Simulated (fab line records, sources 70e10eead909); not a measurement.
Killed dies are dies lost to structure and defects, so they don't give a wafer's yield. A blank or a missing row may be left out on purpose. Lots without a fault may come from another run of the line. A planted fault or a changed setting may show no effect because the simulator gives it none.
Which tool did it? | flow nand_harc | 12 lots, 36 wafers sampled, at 2 steps of a route of 1302

WHAT THE GAUGES READ, wafer by wafer
NHARC_P_M0_INSPECT_11.
lot  | measured     | on                | raw_defect_count
L075 | day 6 10:34  | defect_inspect-02 | 7 7 8
L077 | day 7 06:35  | defect_inspect-01 | 3 4 3
L079 | day 8 06:20  | defect_inspect-01 | 6 3 0
L081 | day 9 05:52  | defect_inspect-02 | 5 1 3
L083 | day 9 19:46  | defect_inspect-02 | 4 12 3
L085 | day 10 20:53 | defect_inspect-02 | 6 3 6
L087 | day 11 07:03 | defect_inspect-02 | 4 2 7
L089 | day 12 07:03 | defect_inspect-01 | 4 4 6
L091 | day 13 11:19 | defect_inspect-02 | 4 5 6
L093 | day 14 01:44 | defect_inspect-02 | 9 6 10
L095 | day 14 22:25 | defect_inspect-02 | 3 2 5
L097 | day 15 17:10 | defect_inspect-01 | 3 1 4

WHICH TOOL RAN EACH LOT (tool, then ch and the chambers of the sampled wafers, then the start)
lot  | NHARC_P_CONTACT_ETCH_35
L075 | rie_diel-01 ch 1,2,3, day 6 06:30
L077 | rie_diel-01 ch 0,2,3, day 7 02:28
L079 | rie_diel-08 ch 0,2, day 8 02:28
L081 | rie_diel-11 ch 0,3, day 9 01:58
L083 | rie_diel-08 ch 0,1,3, day 9 15:46
L085 | rie_diel-08 ch 0,1,2, day 10 16:52
L087 | rie_diel-11 ch 0,2, day 11 02:50
L089 | rie_diel-08 ch 1,3, day 12 03:01
L091 | rie_diel-11 ch 1,2, day 13 07:23
L093 | rie_diel-08 ch 1,3, day 13 21:50
L095 | rie_diel-11 ch 0,3, day 14 18:16
L097 | rie_diel-11 ch 0,3, day 15 13:01
- NHARC_P_CONTACT_ETCH_35: etches the open film in CF4, target depth 39 nm, time 65 s.

THE ANSWER, worked out from the rows above alone
Rule: what is usual is taken from the lots themselves. Put in order of their means at a reading, lots are off if they are a third of the lots or fewer, leave a main group of 4 or more, and stand apart from it by a gap of 3 or more times the standard deviation of the main group's means; of several such gaps the widest counts. A main group whose means are all the same, to the digits that the tables above print for the reading, isn't used. A lot without any number at a reading at which 4 lots or more have one is off too. The other lots that the step has rows for count as sound.
No lot is off at any reading shown: from this, nothing can be told.

WHAT THE SIMULATOR HAD PUT IN
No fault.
